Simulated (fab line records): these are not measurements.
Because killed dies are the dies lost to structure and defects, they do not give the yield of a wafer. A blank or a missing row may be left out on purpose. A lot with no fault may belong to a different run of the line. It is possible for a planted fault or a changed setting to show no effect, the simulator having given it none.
A sampling plan put to the test || flow nand harc || 48 faults told of in these records, all on one fab line, each judged by the records of the lots it struck
The line's own looks make up the plan; these are the steps of the route where a gauge or inspection reads the wafer and leaves it unchanged. A look can be judged if struck wafers have a number there and the file gives its usual mean and standard deviation on fault-free wafers. Caught: a look later than the fault's first step finds the struck wafers' mean 4 or more of those standard deviations (sigma) from the usual mean. On the tool: here the same test is run on the tool's own readings at the fault's steps. It also counts as caught if the struck wafers ran another recipe or if their record alone is blank.

## THE FAULTS, as the simulator had put them in
1. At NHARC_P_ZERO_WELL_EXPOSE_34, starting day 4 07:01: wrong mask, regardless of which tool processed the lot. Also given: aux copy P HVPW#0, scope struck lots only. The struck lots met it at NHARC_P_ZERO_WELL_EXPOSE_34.
2. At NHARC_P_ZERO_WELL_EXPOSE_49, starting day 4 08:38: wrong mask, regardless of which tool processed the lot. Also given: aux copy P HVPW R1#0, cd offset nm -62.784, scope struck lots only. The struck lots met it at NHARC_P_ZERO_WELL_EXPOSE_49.
3. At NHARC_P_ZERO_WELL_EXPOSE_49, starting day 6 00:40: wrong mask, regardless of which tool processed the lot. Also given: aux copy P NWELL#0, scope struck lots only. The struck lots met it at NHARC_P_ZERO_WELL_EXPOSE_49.
4. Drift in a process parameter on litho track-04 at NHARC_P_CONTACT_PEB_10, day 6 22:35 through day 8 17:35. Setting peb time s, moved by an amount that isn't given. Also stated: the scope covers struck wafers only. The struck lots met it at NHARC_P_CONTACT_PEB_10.
5. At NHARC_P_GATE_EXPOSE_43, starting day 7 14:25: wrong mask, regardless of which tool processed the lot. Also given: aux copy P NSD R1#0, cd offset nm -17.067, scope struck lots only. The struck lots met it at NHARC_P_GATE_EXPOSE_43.
6. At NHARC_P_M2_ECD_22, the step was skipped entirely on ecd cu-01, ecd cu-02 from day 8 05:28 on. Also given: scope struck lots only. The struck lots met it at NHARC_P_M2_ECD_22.
7. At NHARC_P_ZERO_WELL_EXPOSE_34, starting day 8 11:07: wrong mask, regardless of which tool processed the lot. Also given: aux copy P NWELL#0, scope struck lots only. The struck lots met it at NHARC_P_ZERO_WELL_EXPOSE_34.
8. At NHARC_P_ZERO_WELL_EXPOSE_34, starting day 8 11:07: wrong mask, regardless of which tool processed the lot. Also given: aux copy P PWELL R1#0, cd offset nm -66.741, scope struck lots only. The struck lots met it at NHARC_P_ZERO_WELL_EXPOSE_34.
9. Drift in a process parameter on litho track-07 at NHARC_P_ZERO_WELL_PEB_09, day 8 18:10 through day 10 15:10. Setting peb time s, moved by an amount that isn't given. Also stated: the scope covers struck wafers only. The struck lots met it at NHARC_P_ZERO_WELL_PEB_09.
10. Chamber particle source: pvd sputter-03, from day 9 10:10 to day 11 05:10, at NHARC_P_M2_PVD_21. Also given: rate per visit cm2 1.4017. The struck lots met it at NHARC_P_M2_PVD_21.
11. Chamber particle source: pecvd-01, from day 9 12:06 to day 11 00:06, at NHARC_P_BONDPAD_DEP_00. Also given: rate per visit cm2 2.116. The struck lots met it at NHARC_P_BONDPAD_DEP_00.
12. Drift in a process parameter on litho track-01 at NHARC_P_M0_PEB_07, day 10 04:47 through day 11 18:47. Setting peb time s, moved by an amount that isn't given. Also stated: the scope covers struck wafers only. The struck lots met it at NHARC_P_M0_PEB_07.
13. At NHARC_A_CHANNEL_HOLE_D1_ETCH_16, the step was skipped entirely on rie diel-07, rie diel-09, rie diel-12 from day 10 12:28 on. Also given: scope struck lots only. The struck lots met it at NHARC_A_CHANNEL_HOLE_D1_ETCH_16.
14. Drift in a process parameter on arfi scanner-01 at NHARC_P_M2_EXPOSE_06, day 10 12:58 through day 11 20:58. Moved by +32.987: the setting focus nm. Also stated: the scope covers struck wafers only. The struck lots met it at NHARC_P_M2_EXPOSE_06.
15. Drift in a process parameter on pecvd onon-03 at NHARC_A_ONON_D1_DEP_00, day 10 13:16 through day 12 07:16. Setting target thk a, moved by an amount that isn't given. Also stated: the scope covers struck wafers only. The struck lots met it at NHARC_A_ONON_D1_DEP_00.
16. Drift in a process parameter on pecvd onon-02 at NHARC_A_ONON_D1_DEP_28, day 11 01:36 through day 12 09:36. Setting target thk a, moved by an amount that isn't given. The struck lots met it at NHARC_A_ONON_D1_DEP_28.
17. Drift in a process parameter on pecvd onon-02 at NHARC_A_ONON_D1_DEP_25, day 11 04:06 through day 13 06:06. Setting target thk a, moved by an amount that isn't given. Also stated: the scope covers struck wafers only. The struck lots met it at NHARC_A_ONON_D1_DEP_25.
18. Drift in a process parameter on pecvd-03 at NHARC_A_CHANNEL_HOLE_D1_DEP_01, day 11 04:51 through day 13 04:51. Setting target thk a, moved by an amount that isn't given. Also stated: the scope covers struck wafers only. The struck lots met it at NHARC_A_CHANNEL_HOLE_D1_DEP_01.
19. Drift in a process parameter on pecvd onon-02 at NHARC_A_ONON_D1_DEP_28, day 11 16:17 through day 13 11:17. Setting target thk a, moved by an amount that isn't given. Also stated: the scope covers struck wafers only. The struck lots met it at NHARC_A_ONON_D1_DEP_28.
20. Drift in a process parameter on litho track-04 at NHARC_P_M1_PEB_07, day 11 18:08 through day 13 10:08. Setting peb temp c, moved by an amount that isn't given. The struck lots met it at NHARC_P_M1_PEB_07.
21. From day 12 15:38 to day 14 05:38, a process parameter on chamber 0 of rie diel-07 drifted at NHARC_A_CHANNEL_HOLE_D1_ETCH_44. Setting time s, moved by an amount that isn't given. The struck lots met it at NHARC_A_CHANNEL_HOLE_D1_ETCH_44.
22. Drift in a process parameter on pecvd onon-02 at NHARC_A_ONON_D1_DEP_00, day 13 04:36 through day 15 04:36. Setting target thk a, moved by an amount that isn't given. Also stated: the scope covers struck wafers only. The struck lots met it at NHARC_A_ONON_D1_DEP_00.
23. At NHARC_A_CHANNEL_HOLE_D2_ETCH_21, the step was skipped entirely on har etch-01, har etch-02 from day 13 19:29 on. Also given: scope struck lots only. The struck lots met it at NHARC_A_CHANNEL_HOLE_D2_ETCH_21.
24. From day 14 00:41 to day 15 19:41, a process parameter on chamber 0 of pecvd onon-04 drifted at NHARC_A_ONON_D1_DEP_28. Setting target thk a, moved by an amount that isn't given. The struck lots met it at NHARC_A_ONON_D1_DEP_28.
25. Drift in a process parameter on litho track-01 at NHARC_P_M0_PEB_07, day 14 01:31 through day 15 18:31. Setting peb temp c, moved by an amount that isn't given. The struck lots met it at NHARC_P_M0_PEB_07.
26. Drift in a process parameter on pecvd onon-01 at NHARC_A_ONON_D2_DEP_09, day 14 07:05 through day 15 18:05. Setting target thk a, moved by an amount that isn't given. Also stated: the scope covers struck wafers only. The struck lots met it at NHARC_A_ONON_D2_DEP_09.
27. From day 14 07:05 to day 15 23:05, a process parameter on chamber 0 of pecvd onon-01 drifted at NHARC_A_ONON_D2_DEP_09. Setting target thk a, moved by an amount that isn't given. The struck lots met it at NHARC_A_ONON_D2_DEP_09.
28. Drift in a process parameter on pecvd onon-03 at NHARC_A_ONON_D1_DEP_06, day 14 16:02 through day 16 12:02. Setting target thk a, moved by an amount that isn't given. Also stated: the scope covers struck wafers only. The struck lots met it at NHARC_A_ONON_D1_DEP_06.
29. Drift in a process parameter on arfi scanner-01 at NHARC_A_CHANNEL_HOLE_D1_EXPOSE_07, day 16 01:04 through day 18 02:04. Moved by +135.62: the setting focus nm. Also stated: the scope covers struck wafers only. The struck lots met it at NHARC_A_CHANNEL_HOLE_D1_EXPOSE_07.
30. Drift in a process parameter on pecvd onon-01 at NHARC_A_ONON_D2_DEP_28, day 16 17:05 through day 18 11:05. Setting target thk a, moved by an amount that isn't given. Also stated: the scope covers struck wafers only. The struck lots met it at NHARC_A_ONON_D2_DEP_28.
31. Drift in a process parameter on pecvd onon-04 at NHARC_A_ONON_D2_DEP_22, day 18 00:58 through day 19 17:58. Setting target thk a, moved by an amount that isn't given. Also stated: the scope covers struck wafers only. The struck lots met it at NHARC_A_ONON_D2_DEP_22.
32. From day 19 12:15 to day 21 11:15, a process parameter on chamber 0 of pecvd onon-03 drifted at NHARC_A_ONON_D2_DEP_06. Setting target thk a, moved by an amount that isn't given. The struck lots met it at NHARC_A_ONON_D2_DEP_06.
33. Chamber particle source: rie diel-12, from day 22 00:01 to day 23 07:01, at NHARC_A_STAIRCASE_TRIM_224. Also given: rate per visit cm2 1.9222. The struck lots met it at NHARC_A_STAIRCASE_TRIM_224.
34. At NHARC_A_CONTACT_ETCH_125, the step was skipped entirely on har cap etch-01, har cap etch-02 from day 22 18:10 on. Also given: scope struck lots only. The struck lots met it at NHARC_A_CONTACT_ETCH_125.
35. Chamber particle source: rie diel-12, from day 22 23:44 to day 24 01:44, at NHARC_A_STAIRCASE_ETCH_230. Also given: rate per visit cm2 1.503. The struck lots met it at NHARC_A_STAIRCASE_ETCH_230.
36. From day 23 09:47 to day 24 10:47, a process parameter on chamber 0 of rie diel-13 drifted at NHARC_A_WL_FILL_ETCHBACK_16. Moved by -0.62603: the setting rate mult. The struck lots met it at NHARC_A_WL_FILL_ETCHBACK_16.
37. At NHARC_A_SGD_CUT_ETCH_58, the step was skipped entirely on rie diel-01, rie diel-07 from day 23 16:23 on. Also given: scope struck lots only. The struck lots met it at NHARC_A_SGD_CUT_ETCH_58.
38. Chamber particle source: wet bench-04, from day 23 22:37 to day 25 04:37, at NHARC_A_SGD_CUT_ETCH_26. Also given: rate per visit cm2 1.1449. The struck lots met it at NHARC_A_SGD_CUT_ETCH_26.
39. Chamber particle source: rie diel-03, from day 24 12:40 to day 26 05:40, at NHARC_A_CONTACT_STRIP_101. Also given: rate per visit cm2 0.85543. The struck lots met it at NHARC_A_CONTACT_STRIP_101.
40. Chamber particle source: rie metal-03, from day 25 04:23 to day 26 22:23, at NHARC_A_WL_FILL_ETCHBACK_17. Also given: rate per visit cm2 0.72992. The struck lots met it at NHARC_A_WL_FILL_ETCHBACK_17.
41. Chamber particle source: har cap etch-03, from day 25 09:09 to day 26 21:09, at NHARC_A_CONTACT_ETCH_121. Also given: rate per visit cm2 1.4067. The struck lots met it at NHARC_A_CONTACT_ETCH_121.
42. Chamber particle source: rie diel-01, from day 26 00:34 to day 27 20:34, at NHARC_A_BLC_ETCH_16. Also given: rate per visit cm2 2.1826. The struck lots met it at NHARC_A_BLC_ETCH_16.
43. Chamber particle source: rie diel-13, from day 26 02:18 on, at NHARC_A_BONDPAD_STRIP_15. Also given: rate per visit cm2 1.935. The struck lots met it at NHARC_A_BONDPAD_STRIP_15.
44. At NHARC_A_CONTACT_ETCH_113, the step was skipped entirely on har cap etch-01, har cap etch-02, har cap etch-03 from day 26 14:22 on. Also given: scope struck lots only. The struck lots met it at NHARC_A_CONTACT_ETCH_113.
45. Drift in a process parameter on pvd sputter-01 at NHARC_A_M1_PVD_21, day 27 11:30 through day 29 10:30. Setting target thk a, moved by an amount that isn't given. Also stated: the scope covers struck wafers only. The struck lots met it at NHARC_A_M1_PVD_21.
46. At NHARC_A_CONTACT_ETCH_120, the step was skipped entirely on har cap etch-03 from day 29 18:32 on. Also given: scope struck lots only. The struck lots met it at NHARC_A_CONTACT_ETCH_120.
47. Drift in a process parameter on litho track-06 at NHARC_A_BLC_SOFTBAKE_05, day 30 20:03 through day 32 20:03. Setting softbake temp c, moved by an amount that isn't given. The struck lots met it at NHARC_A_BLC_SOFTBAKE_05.
48. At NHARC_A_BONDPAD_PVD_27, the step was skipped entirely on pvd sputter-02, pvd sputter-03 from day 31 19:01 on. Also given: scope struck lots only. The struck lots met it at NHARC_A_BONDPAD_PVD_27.

## WHAT THE PLAN SAW
{"fault": 1, "on the tool itself": "no reading that can be judged", "first look that catches it": "NHARC_END_SORT_01", "reading, sigma": "killed at periphery +99 or beyond", "median hours from its first step to that look": 555.7, "hours from the fault's start to the first struck lot there": 560, "judged looks passed uncaught": 0}
{"fault": 2, "on the tool itself": "no reading that can be judged", "first look that catches it": "NHARC_P_ZERO_WELL_CD_MEAS_52", "reading, sigma": "cd nm -27", "median hours from its first step to that look": 0.1, "hours from the fault's start to the first struck lot there": 5, "judged looks passed uncaught": 0}
{"fault": 3, "on the tool itself": "under 2 sigma", "first look that catches it": "NHARC_END_SORT_01", "reading, sigma": "killed at periphery +99 or beyond", "median hours from its first step to that look": 539.2, "hours from the fault's start to the first struck lot there": 543, "judged looks passed uncaught": 1}
{"fault": 4, "on the tool itself": "under 2 sigma", "first look that catches it": "NHARC_P_CONTACT_CD_MEAS_12", "reading, sigma": "cd nm +8.4", "median hours from its first step to that look": 0.1, "hours from the fault's start to the first struck lot there": 17, "judged looks passed uncaught": 0}
{"fault": 5, "on the tool itself": "under 2 sigma", "first look that catches it": "NHARC_P_GATE_CD_MEAS_46", "reading, sigma": "cd nm -6.4", "median hours from its first step to that look": 0.2, "hours from the fault's start to the first struck lot there": 7, "judged looks passed uncaught": 0}
{"fault": 6, "on the tool itself": "the tool's record is blank for the struck wafers", "first look that catches it": "NHARC_P_M2_THK_MEAS_24", "reading, sigma": "thk nm -63", "median hours from its first step to that look": 1.0, "hours from the fault's start to the first struck lot there": 1, "judged looks passed uncaught": 0}
{"fault": 7, "on the tool itself": "under 2 sigma", "first look that catches it": "NHARC_END_SORT_01", "reading, sigma": "killed at periphery +99 or beyond", "median hours from its first step to that look": 523.2, "hours from the fault's start to the first struck lot there": 527, "judged looks passed uncaught": 0}
{"fault": 8, "on the tool itself": "no reading that can be judged", "first look that catches it": "NHARC_P_ZERO_WELL_CD_MEAS_37", "reading, sigma": "cd nm -29", "median hours from its first step to that look": 0.2, "hours from the fault's start to the first struck lot there": 5, "judged looks passed uncaught": 0}
{"fault": 9, "on the tool itself": "under 2 sigma", "first look that catches it": "NHARC_P_ZERO_WELL_CD_MEAS_11", "reading, sigma": "cd nm +4.1", "median hours from its first step to that look": 0.1, "hours from the fault's start to the first struck lot there": 15, "judged looks passed uncaught": 0}
{"fault": 10, "on the tool itself": "under 2 sigma", "first look that catches it": "NHARC_END_SORT_01", "reading, sigma": "killed at periphery +26", "median hours from its first step to that look": 436.1, "hours from the fault's start to the first struck lot there": 451, "judged looks passed uncaught": 0}
{"fault": 11, "on the tool itself": "under 2 sigma", "first look that catches it": "NHARC_END_SORT_01", "reading, sigma": "killed at periphery +37", "median hours from its first step to that look": 436.6, "hours from the fault's start to the first struck lot there": 451, "judged looks passed uncaught": 1}
{"fault": 12, "on the tool itself": "no reading that can be judged", "first look that catches it": "none of the 2 looks that can be judged after it", "reading, sigma": "strongest: cd nm at NHARC_P_M0_CD_MEAS_09, +3.7", "median hours from its first step to that look": "-", "hours from the fault's start to the first struck lot there": "-", "judged looks passed uncaught": 2}
{"fault": 13, "on the tool itself": "the tool's record is blank for the struck wafers", "first look that catches it": "NHARC_END_SORT_01", "reading, sigma": "killed at array +29", "median hours from its first step to that look": 396.8, "hours from the fault's start to the first struck lot there": 402, "judged looks passed uncaught": 0}
{"fault": 14, "on the tool itself": "no reading that can be judged", "first look that catches it": "none of the 2 looks that can be judged after it", "reading, sigma": "strongest: cd nm at NHARC_P_M2_CD_MEAS_09, +3.2", "median hours from its first step to that look": "-", "hours from the fault's start to the first struck lot there": "-", "judged looks passed uncaught": 2}
{"fault": 15, "on the tool itself": "under 2 sigma", "first look that catches it": "NHARC_A_ONON_D1_THK_MEAS_02", "reading, sigma": "thk nm +89", "median hours from its first step to that look": 0.3, "hours from the fault's start to the first struck lot there": 12, "judged looks passed uncaught": 0}
{"fault": 16, "on the tool itself": "no reading that can be judged", "first look that catches it": "NHARC_A_ONON_D1_THK_MEAS_30", "reading, sigma": "thk nm +76", "median hours from its first step to that look": 0.5, "hours from the fault's start to the first struck lot there": 12, "judged looks passed uncaught": 0}
{"fault": 17, "on the tool itself": "under 2 sigma", "first look that catches it": "NHARC_A_ONON_D1_THK_MEAS_27", "reading, sigma": "thk nm -40", "median hours from its first step to that look": 0.5, "hours from the fault's start to the first struck lot there": 15, "judged looks passed uncaught": 0}
{"fault": 18, "on the tool itself": "under 2 sigma", "first look that catches it": "NHARC_END_SORT_01", "reading, sigma": "killed at array +29", "median hours from its first step to that look": 388.1, "hours from the fault's start to the first struck lot there": 399, "judged looks passed uncaught": 0}
{"fault": 19, "on the tool itself": "no reading that can be judged", "first look that catches it": "NHARC_A_ONON_D1_THK_MEAS_30", "reading, sigma": "thk nm +67", "median hours from its first step to that look": 0.5, "hours from the fault's start to the first struck lot there": 4, "judged looks passed uncaught": 0}
{"fault": 20, "on the tool itself": "plate temp C +22 sigma", "first look that catches it": "NHARC_P_M1_CD_MEAS_09", "reading, sigma": "cd nm +13", "median hours from its first step to that look": 0.1, "hours from the fault's start to the first struck lot there": 17, "judged looks passed uncaught": 0}
{"fault": 21, "on the tool itself": "run length s -21 sigma", "first look that catches it": "NHARC_END_SORT_01", "reading, sigma": "killed dies +24", "median hours from its first step to that look": 383.4, "hours from the fault's start to the first struck lot there": 385, "judged looks passed uncaught": 0}
{"fault": 22, "on the tool itself": "under 2 sigma", "first look that catches it": "NHARC_A_ONON_D1_THK_MEAS_02", "reading, sigma": "thk nm -26", "median hours from its first step to that look": 0.5, "hours from the fault's start to the first struck lot there": 18, "judged looks passed uncaught": 0}
{"fault": 23, "on the tool itself": "the tool's record is blank for the struck wafers", "first look that catches it": "NHARC_A_CHANNEL_HOLE_D2_CD_MEAS_31", "reading, sigma": "cd nm -48", "median hours from its first step to that look": 5.1, "hours from the fault's start to the first struck lot there": 8, "judged looks passed uncaught": 0}
{"fault": 24, "on the tool itself": "no reading that can be judged", "first look that catches it": "NHARC_A_ONON_D1_THK_MEAS_30", "reading, sigma": "thk nm +74", "median hours from its first step to that look": 0.5, "hours from the fault's start to the first struck lot there": 16, "judged looks passed uncaught": 0}
{"fault": 25, "on the tool itself": "plate temp C -14 sigma", "first look that catches it": "NHARC_P_M0_CD_MEAS_09", "reading, sigma": "cd nm -10", "median hours from its first step to that look": 0.1, "hours from the fault's start to the first struck lot there": 16, "judged looks passed uncaught": 0}
{"fault": 26, "on the tool itself": "under 2 sigma", "first look that catches it": "NHARC_A_ONON_D2_THK_MEAS_11", "reading, sigma": "thk nm -29", "median hours from its first step to that look": 0.4, "hours from the fault's start to the first struck lot there": 3, "judged looks passed uncaught": 0}
{"fault": 27, "on the tool itself": "no reading that can be judged", "first look that catches it": "NHARC_A_ONON_D2_THK_MEAS_11", "reading, sigma": "thk nm -39", "median hours from its first step to that look": 0.4, "hours from the fault's start to the first struck lot there": 3, "judged looks passed uncaught": 0}
{"fault": 28, "on the tool itself": "under 2 sigma", "first look that catches it": "NHARC_A_ONON_D1_THK_MEAS_08", "reading, sigma": "thk nm +43", "median hours from its first step to that look": 0.5, "hours from the fault's start to the first struck lot there": 12, "judged looks passed uncaught": 0}
{"fault": 29, "on the tool itself": "no reading that can be judged", "first look that catches it": "NHARC_A_CHANNEL_HOLE_D1_CD_MEAS_10", "reading, sigma": "cd nm +19", "median hours from its first step to that look": 0.1, "hours from the fault's start to the first struck lot there": 31, "judged looks passed uncaught": 0}
{"fault": 30, "on the tool itself": "under 2 sigma", "first look that catches it": "NHARC_A_ONON_D2_THK_MEAS_30", "reading, sigma": "thk nm +45", "median hours from its first step to that look": 0.5, "hours from the fault's start to the first struck lot there": 7, "judged looks passed uncaught": 0}
{"fault": 31, "on the tool itself": "no reading that can be judged", "first look that catches it": "NHARC_A_ONON_D2_THK_MEAS_24", "reading, sigma": "thk nm +34", "median hours from its first step to that look": 0.3, "hours from the fault's start to the first struck lot there": 5, "judged looks passed uncaught": 0}
{"fault": 32, "on the tool itself": "no reading that can be judged", "first look that catches it": "NHARC_A_ONON_D2_THK_MEAS_08", "reading, sigma": "thk nm -38", "median hours from its first step to that look": 0.5, "hours from the fault's start to the first struck lot there": 11, "judged looks passed uncaught": 0}
{"fault": 33, "on the tool itself": "under 2 sigma", "first look that catches it": "not the one look that can be judged after it", "reading, sigma": "strongest: killed at array at NHARC_END_SORT_01, +3.4", "median hours from its first step to that look": "-", "hours from the fault's start to the first struck lot there": "-", "judged looks passed uncaught": 1}
{"fault": 34, "on the tool itself": "the tool's record is blank for the struck wafers", "first look that catches it": "NHARC_END_SORT_01", "reading, sigma": "killed at array +29", "median hours from its first step to that look": 63.7, "hours from the fault's start to the first struck lot there": 80, "judged looks passed uncaught": 0}
{"fault": 35, "on the tool itself": "under 2 sigma", "first look that catches it": "NHARC_END_SORT_01", "reading, sigma": "killed at array +4.1", "median hours from its first step to that look": 219.2, "hours from the fault's start to the first struck lot there": 224, "judged looks passed uncaught": 1}
{"fault": 36, "on the tool itself": "oes product au -18 sigma", "first look that catches it": "NHARC_END_SORT_01", "reading, sigma": "killed at array +29", "median hours from its first step to that look": 97.2, "hours from the fault's start to the first struck lot there": 97, "judged looks passed uncaught": 0}
{"fault": 37, "on the tool itself": "the tool's record is blank for the struck wafers", "first look that catches it": "NHARC_END_SORT_01", "reading, sigma": "killed at array +29", "median hours from its first step to that look": 128.2, "hours from the fault's start to the first struck lot there": 129, "judged looks passed uncaught": 0}
{"fault": 38, "on the tool itself": "no reading that can be judged", "first look that catches it": "NHARC_A_SGD_CUT_INSPECT_25", "reading, sigma": "raw defect count +7.7", "median hours from its first step to that look": 0.4, "hours from the fault's start to the first struck lot there": 4, "judged looks passed uncaught": 0}
{"fault": 39, "on the tool itself": "no reading that can be judged", "first look that catches it": "not the one look that can be judged after it", "reading, sigma": "strongest: killed at array at NHARC_END_SORT_01, +3.6", "median hours from its first step to that look": "-", "hours from the fault's start to the first struck lot there": "-", "judged looks passed uncaught": 1}
{"fault": 40, "on the tool itself": "under 2 sigma", "first look that catches it": "none of the 2 looks that can be judged after it", "reading, sigma": "strongest: killed dies at NHARC_END_SORT_01, +2.9", "median hours from its first step to that look": "-", "hours from the fault's start to the first struck lot there": "-", "judged looks passed uncaught": 2}
{"fault": 41, "on the tool itself": "under 2 sigma", "first look that catches it": "none of the 2 looks that can be judged after it", "reading, sigma": "strongest: killed dies at NHARC_END_SORT_01, +3.6", "median hours from its first step to that look": "-", "hours from the fault's start to the first struck lot there": "-", "judged looks passed uncaught": 2}
{"fault": 42, "on the tool itself": "under 2 sigma", "first look that catches it": "none of the 2 looks that can be judged after it", "reading, sigma": "strongest: killed dies at NHARC_END_SORT_01, +3.8", "median hours from its first step to that look": "-", "hours from the fault's start to the first struck lot there": "-", "judged looks passed uncaught": 2}
{"fault": 43, "on the tool itself": "under 2 sigma", "first look that catches it": "not the one look that can be judged after it", "reading, sigma": "strongest: defect limited yield at NHARC_END_SORT_01, -3.7", "median hours from its first step to that look": "-", "hours from the fault's start to the first struck lot there": "-", "judged looks passed uncaught": 1}
{"fault": 44, "on the tool itself": "the tool's record is blank for the struck wafers", "first look that catches it": "NHARC_END_SORT_01", "reading, sigma": "killed dies +29", "median hours from its first step to that look": 72.8, "hours from the fault's start to the first struck lot there": 80, "judged looks passed uncaught": 0}
{"fault": 45, "on the tool itself": "under 2 sigma", "first look that catches it": "NHARC_END_SORT_01", "reading, sigma": "defect limited yield -29", "median hours from its first step to that look": 38.1, "hours from the fault's start to the first struck lot there": 41, "judged looks passed uncaught": 0}
{"fault": 46, "on the tool itself": "the tool's record is blank for the struck wafers", "first look that catches it": "NHARC_END_SORT_01", "reading, sigma": "killed at array +29", "median hours from its first step to that look": 75.6, "hours from the fault's start to the first struck lot there": 74, "judged looks passed uncaught": 0}
{"fault": 47, "on the tool itself": "heater power total W -99 or beyond sigma", "first look that catches it": "none of the 3 looks that can be judged after it", "reading, sigma": "-", "median hours from its first step to that look": "-", "hours from the fault's start to the first struck lot there": "-", "judged looks passed uncaught": 3}
{"fault": 48, "on the tool itself": "the tool's record is blank for the struck wafers", "first look that catches it": "NHARC_END_SORT_01", "reading, sigma": "defect limited yield -29", "median hours from its first step to that look": 32.9, "hours from the fault's start to the first struck lot there": 35, "judged looks passed uncaught": 1}
A dash: this means the fault isn't caught or the number doesn't appear in these records.

Caught at a look: 39 of 48. Caught on the tool: 13 of 48. By one or the other: 40 of 48.
Caught on the tool alone: fault 47.
Caught at a look alone: faults 1, 2, 3, 4, 5, 7, 8, 9, 10, 11, 15, 16, 17, 18, 19, 22, 24, 26, 27, 28, 29, 30, 31, 32, 35, 38, 45.
Caught by neither: faults 12, 14, 33, 39, 40, 41, 42, 43.

## THINNER SAMPLING
In the worst case, this is how late the first struck lot would be measured if the look that catches a fault measured only every second or every third lot, by lot number:
{"fault": 1, "struck lots at that look, in order of time": "L158", "every lot": "560 h", "every second lot": "may miss it", "every third lot": "may miss it"}
{"fault": 2, "struck lots at that look, in order of time": "L495", "every lot": "5 h", "every second lot": "may miss it", "every third lot": "may miss it"}
{"fault": 3, "struck lots at that look, in order of time": "L963", "every lot": "543 h", "every second lot": "may miss it", "every third lot": "may miss it"}
{"fault": 4, "struck lots at that look, in order of time": "L221, L224", "every lot": "17 h", "every second lot": "32 h", "every third lot": "may miss all 2"}
{"fault": 5, "struck lots at that look, in order of time": "L258", "every lot": "7 h", "every second lot": "may miss it", "every third lot": "may miss it"}
{"fault": 6, "struck lots at that look, in order of time": "L659, L661", "every lot": "1 h", "every second lot": "may miss all 2", "every third lot": "may miss all 2"}
{"fault": 7, "struck lots at that look, in order of time": "L677", "every lot": "527 h", "every second lot": "may miss it", "every third lot": "may miss it"}
{"fault": 8, "struck lots at that look, in order of time": "L933", "every lot": "5 h", "every second lot": "may miss it", "every third lot": "may miss it"}
{"fault": 9, "struck lots at that look, in order of time": "L103, L104", "every lot": "15 h", "every second lot": "25 h", "every third lot": "may miss all 2"}
{"fault": 10, "struck lots at that look, in order of time": "L176, L178", "every lot": "451 h", "every second lot": "may miss all 2", "every third lot": "may miss all 2"}
{"fault": 11, "struck lots at that look, in order of time": "L661, L663", "every lot": "451 h", "every second lot": "may miss all 2", "every third lot": "may miss all 2"}
{"fault": 13, "struck lots at that look, in order of time": "L338, L339, L340", "every lot": "402 h", "every second lot": "410 h", "every third lot": "414 h"}
{"fault": 15, "struck lots at that look, in order of time": "L890", "every lot": "12 h", "every second lot": "may miss it", "every third lot": "may miss it"}
{"fault": 16, "struck lots at that look, in order of time": "L685, L686, L687", "every lot": "12 h", "every second lot": "18 h", "every third lot": "30 h"}
{"fault": 17, "struck lots at that look, in order of time": "L131, L134", "every lot": "15 h", "every second lot": "43 h", "every third lot": "may miss all 2"}
{"fault": 18, "struck lots at that look, in order of time": "L514, L517", "every lot": "399 h", "every second lot": "420 h", "every third lot": "may miss all 2"}
{"fault": 19, "struck lots at that look, in order of time": "L366, L367, L370", "every lot": "4 h", "every second lot": "16 h", "every third lot": "may miss all 3"}
{"fault": 20, "struck lots at that look, in order of time": "L257, L258", "every lot": "17 h", "every second lot": "22 h", "every third lot": "may miss all 2"}
{"fault": 21, "struck lots at that look, in order of time": "L685, L689", "every lot": "385 h", "every second lot": "may miss all 2", "every third lot": "may miss all 2"}
{"fault": 22, "struck lots at that look, in order of time": "L833, L834, L836", "every lot": "18 h", "every second lot": "23 h", "every third lot": "may miss all 3"}
{"fault": 23, "struck lots at that look, in order of time": "L790, L792, L791", "every lot": "8 h", "every second lot": "37 h", "every third lot": "37 h"}
{"fault": 24, "struck lots at that look, in order of time": "L229, L230", "every lot": "16 h", "every second lot": "41 h", "every third lot": "may miss all 2"}
{"fault": 25, "struck lots at that look, in order of time": "L509, L510", "every lot": "16 h", "every second lot": "28 h", "every third lot": "may miss all 2"}
{"fault": 26, "struck lots at that look, in order of time": "L643, L644", "every lot": "3 h", "every second lot": "29 h", "every third lot": "may miss all 2"}
{"fault": 27, "struck lots at that look, in order of time": "L231, L232", "every lot": "3 h", "every second lot": "29 h", "every third lot": "may miss all 2"}
{"fault": 28, "struck lots at that look, in order of time": "L397, L400", "every lot": "12 h", "every second lot": "43 h", "every third lot": "may miss all 2"}
{"fault": 29, "struck lots at that look, in order of time": "L525, L526", "every lot": "31 h", "every second lot": "39 h", "every third lot": "may miss all 2"}
{"fault": 30, "struck lots at that look, in order of time": "L688, L690", "every lot": "7 h", "every second lot": "may miss all 2", "every third lot": "may miss all 2"}
{"fault": 31, "struck lots at that look, in order of time": "L495, L497", "every lot": "5 h", "every second lot": "may miss all 2", "every third lot": "may miss all 2"}
{"fault": 32, "struck lots at that look, in order of time": "L212, L213", "every lot": "11 h", "every second lot": "41 h", "every third lot": "may miss all 2"}
{"fault": 34, "struck lots at that look, in order of time": "L181, L184, L185", "every lot": "80 h", "every second lot": "102 h", "every third lot": "may miss all 3"}
{"fault": 35, "struck lots at that look, in order of time": "L592, L591", "every lot": "224 h", "every second lot": "237 h", "every third lot": "may miss all 2"}
{"fault": 36, "struck lots at that look, in order of time": "L667", "every lot": "97 h", "every second lot": "may miss it", "every third lot": "may miss it"}
{"fault": 37, "struck lots at that look, in order of time": "L274, L275, L276", "every lot": "129 h", "every second lot": "129 h", "every third lot": "150 h"}
{"fault": 38, "struck lots at that look, in order of time": "L581, L582", "every lot": "4 h", "every second lot": "24 h", "every third lot": "may miss all 2"}
{"fault": 44, "struck lots at that look, in order of time": "L687, L690, L688", "every lot": "80 h", "every second lot": "91 h", "every third lot": "may miss all 3"}
{"fault": 45, "struck lots at that look, in order of time": "L836", "every lot": "41 h", "every second lot": "may miss it", "every third lot": "may miss it"}
{"fault": 46, "struck lots at that look, in order of time": "L336, L337", "every lot": "74 h", "every second lot": "84 h", "every third lot": "may miss all 2"}
{"fault": 48, "struck lots at that look, in order of time": "L871, L872", "every lot": "35 h", "every second lot": "43 h", "every third lot": "may miss all 2"}
Hours count from the start of the fault until the first struck lot that is measured. 4 sigma limit: tested on the pooled struck wafers, so a lone lot may be under it. Other struck lots may not be in these records.

## THE LONGEST TIMED WAY FROM STEP TO LOOK
Fault 1: a median of 555.7 hours passes between NHARC_P_ZERO_WELL_EXPOSE_34 and NHARC_END_SORT_01. No look between them can be judged.
